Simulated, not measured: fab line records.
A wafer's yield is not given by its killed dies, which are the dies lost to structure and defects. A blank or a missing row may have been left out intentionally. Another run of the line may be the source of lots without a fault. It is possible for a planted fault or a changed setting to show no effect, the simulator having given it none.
Chamber matching / flow n5-finfet / 4 sister chambers for N5_BEOL_M0_SAQP_ETCH_84 on rie-diel-06
The step etches SOC in N2/H2, target depth 100 nm, overetch 20 nm, time 150 s. 20 wafers are shown with their chamber, then 10 later ones without.

== WAFERS, EACH WITH ITS CHAMBER ==
wafer=L076.1; chamber=2; throttle-valve-pct (%)=17.58; showerhead-plenum-p-Torr (Torr)=2.67; rf-vpp-V (V)=525.8
wafer=L076.3; chamber=1; throttle-valve-pct (%)=18.03; showerhead-plenum-p-Torr (Torr)=2.39; rf-vpp-V (V)=520.1
wafer=L076.6; chamber=0; throttle-valve-pct (%)=17.30; showerhead-plenum-p-Torr (Torr)=2.60; rf-vpp-V (V)=524.9
wafer=L075.2; chamber=3; throttle-valve-pct (%)=18.23; showerhead-plenum-p-Torr (Torr)=2.48; rf-vpp-V (V)=522.8
wafer=L075.4; chamber=2; throttle-valve-pct (%)=17.56; showerhead-plenum-p-Torr (Torr)=2.67; rf-vpp-V (V)=527.2
wafer=L075.6; chamber=3; throttle-valve-pct (%)=18.23; showerhead-plenum-p-Torr (Torr)=2.48; rf-vpp-V (V)=522.9
wafer=L079.3; chamber=0; throttle-valve-pct (%)=17.34; showerhead-plenum-p-Torr (Torr)=2.60; rf-vpp-V (V)=525.4
wafer=L079.4; chamber=2; throttle-valve-pct (%)=17.58; showerhead-plenum-p-Torr (Torr)=2.67; rf-vpp-V (V)=526.9
wafer=L079.6; chamber=2; throttle-valve-pct (%)=17.59; showerhead-plenum-p-Torr (Torr)=2.66; rf-vpp-V (V)=526.8
wafer=L083.1; chamber=3; throttle-valve-pct (%)=18.25; showerhead-plenum-p-Torr (Torr)=2.48; rf-vpp-V (V)=523.3
wafer=L083.2; chamber=2; throttle-valve-pct (%)=17.60; showerhead-plenum-p-Torr (Torr)=2.66; rf-vpp-V (V)=528.8
wafer=L083.4; chamber=1; throttle-valve-pct (%)=18.05; showerhead-plenum-p-Torr (Torr)=2.39; rf-vpp-V (V)=520.9
wafer=L088.2; chamber=0; throttle-valve-pct (%)=17.34; showerhead-plenum-p-Torr (Torr)=2.59; rf-vpp-V (V)=525.9
wafer=L088.3; chamber=3; throttle-valve-pct (%)=18.26; showerhead-plenum-p-Torr (Torr)=2.47; rf-vpp-V (V)=522.2
wafer=L088.5; chamber=2; throttle-valve-pct (%)=17.60; showerhead-plenum-p-Torr (Torr)=2.66; rf-vpp-V (V)=527.3
wafer=L089.2; chamber=1; throttle-valve-pct (%)=17.66; showerhead-plenum-p-Torr (Torr)=2.71; rf-vpp-V (V)=528.2
wafer=L089.3; chamber=0; throttle-valve-pct (%)=17.37; showerhead-plenum-p-Torr (Torr)=2.59; rf-vpp-V (V)=524.9
wafer=L089.4; chamber=3; throttle-valve-pct (%)=18.26; showerhead-plenum-p-Torr (Torr)=2.47; rf-vpp-V (V)=522.3
wafer=L092.3; chamber=2; throttle-valve-pct (%)=17.61; showerhead-plenum-p-Torr (Torr)=2.65; rf-vpp-V (V)=527.1
wafer=L092.4; chamber=3; throttle-valve-pct (%)=18.30; showerhead-plenum-p-Torr (Torr)=2.47; rf-vpp-V (V)=521.9

SIGNATURES, as means of the wafers listed above
reading=throttle-valve-pct; chamber 0=17.3375; chamber 1=17.9133; chamber 2=17.5886; chamber 3=18.2550; scatter within a chamber=0.0806
reading=showerhead-plenum-p-Torr; chamber 0=2.5950; chamber 1=2.4967; chamber 2=2.6629; chamber 3=2.4750; scatter within a chamber=0.0656
reading=rf-vpp-V; chamber 0=525.275; chamber 1=523.067; chamber 2=527.129; chamber 3=522.567; scatter within a chamber=1.71
Rule: distance of a wafer from a chamber = root of the sum over the readings of ((wafer's reading minus chamber's mean) / reading's scatter) squared. The wafer belongs to the nearest chamber; if the next one is less than 2 further off, it can't be placed. The scatter is the square root of a quotient: the sum, over the shown wafers, of each reading's squared deviation from its chamber's mean, divided by wafers minus chambers.

== WAFERS WITHOUT THEIR CHAMBER ==
wafer=L092.6; throttle-valve-pct (%)=17.39; showerhead-plenum-p-Torr (Torr)=2.59; rf-vpp-V (V)=526.2
wafer=L093.1; throttle-valve-pct (%)=17.62; showerhead-plenum-p-Torr (Torr)=2.65; rf-vpp-V (V)=527.3
wafer=L093.2; throttle-valve-pct (%)=17.37; showerhead-plenum-p-Torr (Torr)=2.59; rf-vpp-V (V)=525.9
wafer=L093.4; throttle-valve-pct (%)=17.66; showerhead-plenum-p-Torr (Torr)=2.70; rf-vpp-V (V)=529.0
wafer=L095.2; throttle-valve-pct (%)=17.39; showerhead-plenum-p-Torr (Torr)=2.58; rf-vpp-V (V)=525.8
wafer=L095.3; throttle-valve-pct (%)=17.69; showerhead-plenum-p-Torr (Torr)=2.70; rf-vpp-V (V)=528.6
wafer=L095.4; throttle-valve-pct (%)=17.64; showerhead-plenum-p-Torr (Torr)=2.65; rf-vpp-V (V)=527.7
wafer=L096.2; throttle-valve-pct (%)=17.68; showerhead-plenum-p-Torr (Torr)=2.70; rf-vpp-V (V)=529.3
wafer=L096.3; throttle-valve-pct (%)=17.63; showerhead-plenum-p-Torr (Torr)=2.65; rf-vpp-V (V)=527.5
wafer=L096.4; throttle-valve-pct (%)=18.30; showerhead-plenum-p-Torr (Torr)=2.47; rf-vpp-V (V)=522.0

== CHAMBER TAKEN BY EACH ==
wafer=L092.6; from the rows above=can't be placed: 0 or 2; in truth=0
wafer=L093.1; from the rows above=2; in truth=2
wafer=L093.2; from the rows above=0; in truth=0
wafer=L093.4; from the rows above=2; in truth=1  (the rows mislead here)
wafer=L095.2; from the rows above=0; in truth=0
wafer=L095.3; from the rows above=2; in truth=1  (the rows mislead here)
wafer=L095.4; from the rows above=2; in truth=2
wafer=L096.2; from the rows above=2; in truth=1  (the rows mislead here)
wafer=L096.3; from the rows above=2; in truth=2
wafer=L096.4; from the rows above=3; in truth=3
Correctly placed: 6 of 10. Can't be placed from these rows: 1 (the true chamber is among the candidates in 1). Placed wrongly: 3.
